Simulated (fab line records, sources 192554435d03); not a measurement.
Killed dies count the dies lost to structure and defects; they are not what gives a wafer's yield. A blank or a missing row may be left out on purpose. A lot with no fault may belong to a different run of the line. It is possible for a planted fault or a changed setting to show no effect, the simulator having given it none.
Matching of chambers / flow n5-finfet / 3 sister chambers for N5_BEOL_M0_SAQP_PECVD_97 on pecvd-03
The step deposits SiNx from SiH4/NH3/N2, target thk 23 nm, time 19.9 s. 3 wafers are shown with their chamber, then 10 later ones without.

## WAFERS WITH THEIR CHAMBER
wafer=L088.1; chamber=2; showerhead-plenum-p-Torr (Torr)=5.29
wafer=L090.2; chamber=1; showerhead-plenum-p-Torr (Torr)=5.19
wafer=L090.3; chamber=0; showerhead-plenum-p-Torr (Torr)=5.26

## WAFERS MISSING THEIR CHAMBER
wafer=L090.5; showerhead-plenum-p-Torr (Torr)=5.20
wafer=L093.3; showerhead-plenum-p-Torr (Torr)=5.28
wafer=L093.4; showerhead-plenum-p-Torr (Torr)=5.28
wafer=L093.6; showerhead-plenum-p-Torr (Torr)=5.26
wafer=L094.1; showerhead-plenum-p-Torr (Torr)=5.19
wafer=L094.5; showerhead-plenum-p-Torr (Torr)=5.29
wafer=L094.6; showerhead-plenum-p-Torr (Torr)=5.17
wafer=L095.2; showerhead-plenum-p-Torr (Torr)=5.28
wafer=L095.3; showerhead-plenum-p-Torr (Torr)=5.19
wafer=L095.4; showerhead-plenum-p-Torr (Torr)=5.27

## THE CHAMBER EACH PASSED THROUGH
wafer=L090.5; from the rows above=1; in truth=1
wafer=L093.3; from the rows above=can't be placed: 2 or 0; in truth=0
wafer=L093.4; from the rows above=can't be placed: 2 or 0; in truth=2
wafer=L093.6; from the rows above=0; in truth=0
wafer=L094.1; from the rows above=1; in truth=1
wafer=L094.5; from the rows above=2; in truth=2
wafer=L094.6; from the rows above=1; in truth=1
wafer=L095.2; from the rows above=can't be placed: 2 or 0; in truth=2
wafer=L095.3; from the rows above=1; in truth=1
wafer=L095.4; from the rows above=can't be placed: 0 or 2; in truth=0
6 of 10 placed correctly. Not placeable from these rows: 4 (in 4, the candidates include the true chamber). Placed wrongly: 0.
How it was worked out, from the rows above alone: a wafer's distance from a chamber is the root of the sum, over the readings, of the square of ((its reading less the chamber's mean) divided by the reading's scatter). The wafer belongs to the nearest chamber; if the next one is less than 2 further off, it can't be placed. The mean given for a chamber averages the wafers shown for that chamber. The scatter (one wafer shown for each chamber): square how far every hidden wafer sits from the nearest shown wafer, average those squares and take the square root.
